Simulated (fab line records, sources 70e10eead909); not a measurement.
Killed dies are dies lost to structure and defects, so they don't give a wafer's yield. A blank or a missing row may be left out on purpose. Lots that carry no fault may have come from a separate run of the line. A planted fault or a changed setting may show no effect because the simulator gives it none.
Which tool did it? -- flow nand harc -- 42 wafers from 14 lots sampled at 2 of the route's 1159 steps

== WHAT THE GAUGES READ, wafer by wafer ==
NHARC_P_ZERO_WELL_CD_MEAS_11 targets a cd of 500 nm.
lot,measured,on,cd nm (nm)
L856,day 1 19:15,cd sem-02,500.7 498.4 497.7
L857,day 2 01:34,cd sem-01,502.5 503.6 501.9
L859,day 2 13:14,cd sem-03,497.1 500.9 500.6
L861,day 3 01:18,cd sem-01,499.2 500.5 500.7
L864,day 3 19:14,cd sem-01,500.0 500.4 501.0
L865,day 4 01:14,cd sem-01,498.4 498.2 499.0
L867,day 4 13:07,cd sem-02,499.0 500.0 499.7
L868,day 4 19:19,cd sem-01,502.9 500.5 502.2
L869,day 5 01:10,cd sem-01,499.9 499.0 500.9
L871,day 5 13:15,cd sem-01,500.3 500.7 501.5
L872,day 5 19:14,cd sem-02,553.3 551.7 554.1
L873,day 6 01:15,cd sem-03,497.2 499.9 501.0
L877,day 7 01:14,cd sem-01,541.9 543.2 543.5
L878,day 7 07:14,cd sem-02,499.5 500.2 499.9

== TOOL THAT RAN EACH LOT (tool first, then ch and the chambers of the sampled wafers, then the start) ==
lot,NHARC_P_ZERO_WELL_EXPOSE_08
L856,"krf scanner-02 ch 0, day 1 19:05"
L857,"krf scanner-01 ch 0, day 2 01:25"
L859,"krf scanner-03 ch 0, day 2 13:05"
L861,"krf scanner-01 ch 0, day 3 01:08"
L864,"krf scanner-03 ch 0, day 3 19:05"
L865,"krf scanner-01 ch 0, day 4 01:06"
L867,"krf scanner-02 ch 0, day 4 12:58"
L868,"krf scanner-03 ch 0, day 4 19:10"
L869,"krf scanner-03 ch 0, day 5 01:01"
L871,"krf scanner-01 ch 0, day 5 13:06"
L872,"krf scanner-03 ch 0, day 5 19:05"
L873,"krf scanner-01 ch 0, day 6 01:06"
L877,"krf scanner-03 ch 0, day 7 01:05"
L878,"krf scanner-02 ch 0, day 7 07:05"
- NHARC_P_ZERO_WELL_EXPOSE_08: exposes mask P ZERO, target cd 500 nm.

== WHAT THE TOOLS THEMSELVES READ (means of the sampled wafers that have a number; where no wafer has one, the mark that the record gives instead) ==
NHARC_P_ZERO_WELL_EXPOSE_08.
lot,tool,exposure dose mJ cm2
L856,krf scanner-02,33.80
L857,krf scanner-01,33.76
L859,krf scanner-03,33.79
L861,krf scanner-01,33.75
L864,krf scanner-03,33.77
L865,krf scanner-01,33.73
L867,krf scanner-02,33.82
L868,krf scanner-03,33.80
L869,krf scanner-03,33.76
L871,krf scanner-01,33.79
L872,krf scanner-03,44.83
L873,krf scanner-01,33.77
L877,krf scanner-03,42.59
L878,krf scanner-02,33.82

== THE ANSWER, worked out from the rows above alone ==
Rule: the usual values come from the lots themselves. The widest of any qualifying gaps counts: lots, ordered by their means at a reading, are off when they make up no more than a third of the lots, leave a main group of 4 or more, and stand apart from it by 3 or more times the standard deviation of that group's means. The tables above print the reading to a certain number of digits; a main group whose means all agree to those digits is not used. Also off: a lot with no number at a reading for which 4 or more lots have one. Where the step has rows for the other lots, those lots are counted as sound. First the gauges in route order, then the tools' own readings, where a lot's mean is used as printed above. The first step at which some lot is off is used, and at that step the reading that is off furthest; a lot without a number counts as furthest.
Off at NHARC_P_ZERO_WELL_CD_MEAS_11 (cd nm): L872, L877. Mean 500.1 nm and standard deviation 1.1 in the main group.
A tool fits if, at a process step before that reading, it ran every lot that is off, and no sound lot after the first of them. The gauges at NHARC_P_ZERO_WELL_CD_MEAS_11 aren't tried: what is off there is off at NHARC_P_ZERO_WELL_EXPOSE_08 too, on other tools, and a gauge's error can't cause that. One fits: NHARC_P_ZERO_WELL_EXPOSE_08 on krf scanner-03. A fault onset in the window from L869 (day 5 01:01, its last sound lot) to L872 (day 5 19:05, its first lot off) fits.
The tool's own readings at NHARC_P_ZERO_WELL_EXPOSE_08 bear it out: on the lots that are off they differ by more than 5 times the standard deviation of the sound lots' means. exposure dose mJ cm2 reads 43.71 there against 33.78 on the sound lots.

== WHAT THE SIMULATOR PUT IN ==
Process parameter drift: krf scanner-03, from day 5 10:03 on, at NHARC_P_ZERO_WELL_EXPOSE_08. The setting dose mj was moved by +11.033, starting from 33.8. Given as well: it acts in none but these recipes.
Lots struck among those shown: L872, L877. The same result came from the rule above.
